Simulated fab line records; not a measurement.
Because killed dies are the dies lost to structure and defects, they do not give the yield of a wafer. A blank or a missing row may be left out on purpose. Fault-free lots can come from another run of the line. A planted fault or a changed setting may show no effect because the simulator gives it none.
Split-lot trial ; flow n5-finfet ; on a route of 1938 steps: 7 lots, 21 wafers read

## THE SPLIT
At N5_BEOL_M13_SPUTTER_43 (material TaN, target thk 15 nm, time 24.19 s), the setting time-s was moved away from the recipe's 24.19 s on 3 of the 21 wafers read, by -4.3% to +12.4%. This setting was run at the recipe's value on the other wafers.

The reading comes from the split's own step.

## THE READING
TaN_of_BEOL_M13_SPUTTER_43.thk-nm (the simulator's own value, which no gauge read), in nm, at N5_BEOL_M13_SPUTTER_43 (material TaN, target thk 15 nm, time 24.19 s). The file gives no usual value for it. The 18 wafers here that ran the recipe average 15.0 nm, standard deviation 0.21 nm.

wafer;tool, chamber at the split;time-s as run, s;against the recipe;TaN_of_BEOL_M13_SPUTTER_43.thk-nm, nm;against lot-mates on the recipe
L075.1;pvd-sputter-03, -;26.91;+11.2%;16.6;+1.6
L075.5;pvd-sputter-03, -;24.19;recipe;15;-
L075.6;pvd-sputter-03, -;24.19;recipe;15;-
L079.2;pvd-sputter-03, -;24.19;recipe;14.8;-
L079.4;pvd-sputter-03, -;24.19;recipe;15;-
L079.6;pvd-sputter-03, -;23.14;-4.3%;14.4;-0.5
L078.3;pvd-sputter-01, -;24.19;recipe;14.8;-
L078.5;pvd-sputter-01, -;24.19;recipe;15;-
L078.6;pvd-sputter-01, -;27.18;+12.4%;16.8;+1.9
L085.1;pvd-sputter-01, -;24.19;recipe;15;-
L085.2;pvd-sputter-01, -;24.19;recipe;14.8;-
L085.3;pvd-sputter-01, -;24.19;recipe;15.2;-
L091.3;pvd-sputter-03, -;24.19;recipe;14.8;-
L091.4;pvd-sputter-03, -;24.19;recipe;14.8;-
L091.5;pvd-sputter-03, -;24.19;recipe;14.8;-
L093.3;pvd-sputter-02, -;24.19;recipe;15.6;-
L093.4;pvd-sputter-02, -;24.19;recipe;15.2;-
L093.5;pvd-sputter-02, -;24.19;recipe;15.2;-
L092.2;pvd-sputter-03, -;24.19;recipe;14.8;-
L092.5;pvd-sputter-03, -;24.19;recipe;14.8;-
L092.3;pvd-sputter-03, -;24.19;recipe;15;-

THE FIT
A straight line over all 21 wafers: TaN_of_BEOL_M13_SPUTTER_43.thk-nm changes by +0.145 nm for each +1% of time-s; r = +0.94; the points scatter about the line by 0.2 nm.
The same after taking each lot's own level away (the mean of its wafers on the recipe; 21 wafers): +0.146 nm for each +1%; r = +0.98; scatter 0.12 nm.
According to that fit, moving time-s by its largest amount changes the reading by 1.8 nm.
Across the lots, their own levels run from 14.80 to 15.33 nm, a range of 2.5 times the standard deviation given above.
Consequently the slope shifts little with the lot-to-lot level, the two slopes agreeing.
Check: with one of the wafers moved furthest among these (+12.4%) left out of the fit, the line predicts +1.72 nm for it against its lot-mates. Against them it came out at +1.9 nm.

## THE FILE'S OWN FIT
TaN_of_BEOL_M13_SPUTTER_43.thk-nm changes by +0.146 nm for each +1% of time-s, r = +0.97.
